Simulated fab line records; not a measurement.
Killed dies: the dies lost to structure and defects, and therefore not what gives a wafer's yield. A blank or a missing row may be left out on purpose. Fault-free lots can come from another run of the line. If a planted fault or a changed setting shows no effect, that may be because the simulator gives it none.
Which tool did it? | flow n5 finfet | Sampling: 14 lots, 42 wafers, 6 of 1938 route steps

== WHAT THE GAUGES SHOWED, per wafer ==
N5_BEOL_M6_CD_MEAS_35: target cd 40 nm, target cd y 28 nm. Usual: cd nm 40.0 nm, standard deviation 0.42.
lot  | measured     | on        | cd nm (nm)     | flag
L948 | day 8 20:28  | cd sem-03 | 40.1 39.7 40.6 |
L949 | day 9 00:57  | cd sem-01 | 39.8 39.7 39.8 |
L950 | day 9 08:56  | cd sem-02 | 39.9 40.2 39.5 |
L951 | day 9 16:12  | cd sem-02 | 39.7 39.5 39.8 |
L959 | day 11 17:32 | cd sem-03 | 40.1 39.9 40.9 |
L960 | day 12 08:42 | cd sem-03 | 39.6 40.5 39.6 |
L963 | day 12 14:11 | cd sem-01 | 39.7 40.2 40.2 |
L965 | day 12 16:12 | cd sem-02 | 40.0 40.7 39.9 |
L964 | day 12 18:48 | cd sem-03 | 39.7 39.4 40.3 |
L967 | day 13 14:12 | cd sem-02 | 39.7 40.1 40.4 |
L966 | day 13 14:36 | cd sem-01 | 40.0 40.1 39.4 |
L969 | day 14 10:35 | cd sem-03 | 40.1 39.3 39.6 |
L968 | day 14 19:43 | cd sem-03 | 39.8 39.7 39.8 |
L970 | day 15 00:23 | cd sem-01 | 40.5 40.7 40.3 |

N5_BEOL_M6_INSPECT_58: inspects for defects (darkfield). Usual: raw defect count 69, standard deviation 21.
lot  | measured     | on                | raw defect count | flag
L948 | day 9 00:01  | defect inspect-01 | 68 50 63         |
L949 | day 9 04:14  | defect inspect-02 | 37 71 94         |
L950 | day 9 11:56  | defect inspect-01 | 51 54 44         |
L951 | day 9 18:29  | defect inspect-02 | 58 38 58         |
L959 | day 11 20:19 | defect inspect-02 | 83 73 70         |
L960 | day 12 13:22 | defect inspect-01 | 34 50 64         |
L963 | day 12 16:43 | defect inspect-02 | 88 97 58         |
L965 | day 12 19:35 | defect inspect-01 | 28 36 30         |
L964 | day 12 21:44 | defect inspect-01 | 118 78 72        |
L967 | day 13 17:53 | defect inspect-01 | 81 92 69         |
L966 | day 13 18:35 | defect inspect-02 | 122 63 95        |
L969 | day 14 13:49 | defect inspect-02 | 59 68 80         |
L968 | day 14 22:36 | defect inspect-02 | 96 69 78         |
L970 | day 15 02:53 | defect inspect-02 | 41 69 72         |

N5_BEOL_M7_CD_MEAS_18: pitch 80 nm, target cd 40 nm. Usual: cd nm 40.1 nm, standard deviation 0.43.
lot  | measured     | on        | cd nm (nm)     | flag
L948 | day 9 03:44  | cd sem-01 | 39.7 39.4 40.2 |
L949 | day 9 06:25  | cd sem-02 | 39.7 39.7 39.7 |
L950 | day 9 14:33  | cd sem-01 | 39.6 39.6 39.5 |
L951 | day 9 20:50  | cd sem-02 | 39.6 39.7 39.9 |
L959 | day 11 23:10 | cd sem-02 | - - -          | OFF
L960 | day 12 16:16 | cd sem-01 | - - -          | OFF
L963 | day 12 19:33 | cd sem-03 | 40.9 40.2 40.4 |
L965 | day 12 22:14 | cd sem-02 | 40.3 40.3 40.2 |
L964 | day 13 01:01 | cd sem-01 | 40.9 40.1 39.5 |
L967 | day 13 23:37 | cd sem-03 | 39.9 40.1 40.4 |
L966 | day 14 00:12 | cd sem-01 | 40.2 39.8 40.1 |
L969 | day 14 21:06 | cd sem-02 | 38.8 39.8 40.0 |
L968 | day 15 01:34 | cd sem-03 | 40.3 40.1 39.5 |
L970 | day 15 06:49 | cd sem-01 | 40.5 40.5 40.6 |

== WHICH TOOL RAN EACH LOT (tool, then ch and the chambers of the sampled wafers, then the start) ==
lot  | N5_BEOL_M6_SPUTTER_48        | N5_BEOL_M7_HM_DEP_02         | N5_BEOL_M7_HM_OPEN_17
L948 | pvd sputter-01, day 8 22:46  | pvd sputter-01, day 9 02:33  | rie metal-03 ch 0,1, day 9 03:31
L949 | pvd sputter-02, day 9 03:17  | pvd sputter-03, day 9 05:30  | rie metal-03 ch 0,1, day 9 06:14
L950 | pvd sputter-01, day 9 10:39  | pvd sputter-02, day 9 13:35  | rie metal-01 ch 0,1, day 9 14:23
L951 | pvd sputter-03, day 9 17:29  | pvd sputter-02, day 9 19:47  | rie metal-01 ch 0,1, day 9 20:40
L959 | pvd sputter-02, day 11 18:46 | pvd sputter-02, day 11 21:43 | rie metal-02 ch 1, day 11 22:46
L960 | pvd sputter-02, day 12 12:14 | pvd sputter-01, day 12 15:01 | rie metal-02 ch 0,1, day 12 15:53
L963 | pvd sputter-02, day 12 15:42 | pvd sputter-03, day 12 18:27 | rie metal-01 ch 1, day 12 19:22
L965 | pvd sputter-03, day 12 18:38 | pvd sputter-01, day 12 21:11 | rie metal-01 ch 0,1, day 12 22:02
L964 | pvd sputter-02, day 12 20:46 | pvd sputter-03, day 13 00:03 | rie metal-02 ch 0,1, day 13 00:47
L967 | pvd sputter-03, day 13 16:55 | pvd sputter-01, day 13 22:34 | rie metal-02 ch 0,1, day 13 23:25
L966 | pvd sputter-02, day 13 17:37 | pvd sputter-03, day 13 22:37 | rie metal-01 ch 0,1, day 13 23:58
L969 | pvd sputter-02, day 14 12:23 | pvd sputter-02, day 14 18:55 | rie metal-01 ch 0,1, day 14 20:55
L968 | pvd sputter-02, day 14 21:38 | pvd sputter-03, day 15 00:22 | rie metal-01 ch 1, day 15 01:16
L970 | pvd sputter-01, day 15 01:55 | pvd sputter-01, day 15 05:37 | rie metal-01 ch 1, day 15 06:31
- N5_BEOL_M6_SPUTTER_48: material Cu, target thk 10 nm, time 1.667 s.
- N5_BEOL_M7_HM_DEP_02: deposits TiN, target thk 20 nm.
- N5_BEOL_M7_HM_OPEN_17: chemistry Cl2/BCl3, target TiN, target depth 20 nm, overetch 6 nm.

== AS READ BY THE TOOLS THEMSELVES (means over the sampled wafers that have a number; for cases with no such wafer, the mark the record gives instead) ==
N5_BEOL_M6_SPUTTER_48. Usual: substrate temp c -20.01 C, standard deviation 0.1; throttle valve pct 30.4 %, standard deviation 1.4.
lot  | tool           | substrate temp c (C) | throttle valve pct (%) | flag
L948 | pvd sputter-01 | -20.03               | 30.3                   |
L949 | pvd sputter-02 | -19.92               | 30.3                   |
L950 | pvd sputter-01 | -19.99               | 30.3                   |
L951 | pvd sputter-03 | -20.09               | 29.6                   |
L959 | pvd sputter-02 | -20.06               | 31.3                   |
L960 | pvd sputter-02 | -19.97               | 30.5                   |
L963 | pvd sputter-02 | -20.04               | 30.4                   |
L965 | pvd sputter-03 | -20.00               | 30.2                   |
L964 | pvd sputter-02 | -19.86               | 29.5                   |
L967 | pvd sputter-03 | -20.04               | 29.6                   |
L966 | pvd sputter-02 | -19.91               | 32.2                   |
L969 | pvd sputter-02 | -19.94               | 30.5                   |
L968 | pvd sputter-02 | -19.95               | 29.0                   |
L970 | pvd sputter-01 | -20.02               | 30.3                   |

N5_BEOL_M7_HM_DEP_02. Usual: chamber pressure pa 0.5000 Pa, standard deviation 0.00094; substrate temp c 25.01 C, standard deviation 0.098; throttle valve pct 30.1 %, standard deviation 1.1.
lot  | tool           | chamber pressure pa (Pa) | substrate temp c (C) | throttle valve pct (%) | flag
L948 | pvd sputter-01 | 0.5006                   | 25.05                | 30.1                   |
L949 | pvd sputter-03 | 0.4998                   | 25.06                | 29.7                   |
L950 | pvd sputter-02 | 0.4998                   | 25.01                | 30.4                   |
L951 | pvd sputter-02 | 0.5004                   | 25.10                | 29.5                   |
L959 | pvd sputter-02 | -                        | -                    | -                      | OFF
L960 | pvd sputter-01 | -                        | -                    | -                      | OFF
L963 | pvd sputter-03 | 0.5006                   | 25.05                | 29.9                   |
L965 | pvd sputter-01 | 0.4998                   | 24.99                | 30.1                   |
L964 | pvd sputter-03 | 0.5002                   | 25.03                | 30.1                   |
L967 | pvd sputter-01 | 0.4999                   | 25.05                | 30.4                   |
L966 | pvd sputter-03 | 0.4999                   | 25.05                | 30.1                   |
L969 | pvd sputter-02 | 0.5005                   | 25.02                | 30.3                   |
L968 | pvd sputter-03 | 0.5003                   | 24.92                | 30.1                   |
L970 | pvd sputter-01 | 0.5000                   | 24.92                | 29.8                   |

N5_BEOL_M7_HM_OPEN_17. Usual: bias w 126.0 W, standard deviation 0.35; drypump motor current A 5.7 A, standard deviation 0.57; mfc cl2 sccm 53.25 sccm, standard deviation 0.14; oes product au 0.67 a.u., standard deviation 0.095; throttle valve pct 21.98 %, standard deviation 0.14.
lot  | tool         | bias w (W) | drypump motor current A (A) | mfc cl2 sccm (sccm) | oes product au (a.u.) | throttle valve pct (%) | flag
L948 | rie metal-03 | 126.0      | 6.0                         | 53.29               | 0.74                  | 22.14                  |
L949 | rie metal-03 | 126.3      | 5.9                         | 53.12               | 0.74                  | 22.14                  |
L950 | rie metal-01 | 126.4      | 5.6                         | 53.36               | 0.64                  | 21.91                  |
L951 | rie metal-01 | 126.3      | 5.6                         | 53.19               | 0.64                  | 21.90                  |
L959 | rie metal-02 | 126.1      | 6.0                         | 53.23               | 0.33                  | 22.62                  | OFF
L960 | rie metal-02 | 126.0      | 5.6                         | 53.15               | 0.31                  | 22.64                  | OFF
L963 | rie metal-01 | 125.4      | 5.2                         | 53.26               | 0.66                  | 21.82                  |
L965 | rie metal-01 | 125.6      | 6.0                         | 53.34               | 0.59                  | 22.01                  |
L964 | rie metal-02 | 126.2      | 5.2                         | 53.24               | 0.69                  | 22.00                  |
L967 | rie metal-02 | 126.1      | 5.6                         | 53.23               | 0.71                  | 21.99                  |
L966 | rie metal-01 | 126.2      | 6.0                         | 53.43               | 0.57                  | 22.03                  |
L969 | rie metal-01 | 126.2      | 5.6                         | 53.15               | 0.61                  | 21.94                  |
L968 | rie metal-01 | 126.2      | 5.2                         | 53.18               | 0.65                  | 21.82                  |
L970 | rie metal-01 | 126.1      | 5.2                         | 53.23               | 0.65                  | 21.83                  |

== THE ANSWER, worked out from the rows above alone ==
Rule: take the mean of a lot's wafers that have a number; if it is more than 3 standard deviations from the usual mean, the lot is off. Also off: a lot with no number at a reading for which 4 or more lots have one. Where the step has rows for the other lots, those lots are counted as sound. First the gauges in route order, then the tools' own readings, where a lot's mean is used as printed above. The first step at which some lot is off is used, and at that step the reading that is off furthest; a lot without a number counts as furthest.
Off, at N5_BEOL_M7_CD_MEAS_18 on cd nm: L959, L960. Without a number there: L959, L960.
If a tool, at a process step before that reading, ran all the lots that are off and no sound lot after the first of them, it fits. Not tried: the gauges at N5_BEOL_M7_CD_MEAS_18; whatever is off there is also off at N5_BEOL_M7_HM_DEP_02, on other tools, and gauge error can't account for it. Not one of the candidates tried fits.

== WHAT THE SIMULATOR PUT IN ==
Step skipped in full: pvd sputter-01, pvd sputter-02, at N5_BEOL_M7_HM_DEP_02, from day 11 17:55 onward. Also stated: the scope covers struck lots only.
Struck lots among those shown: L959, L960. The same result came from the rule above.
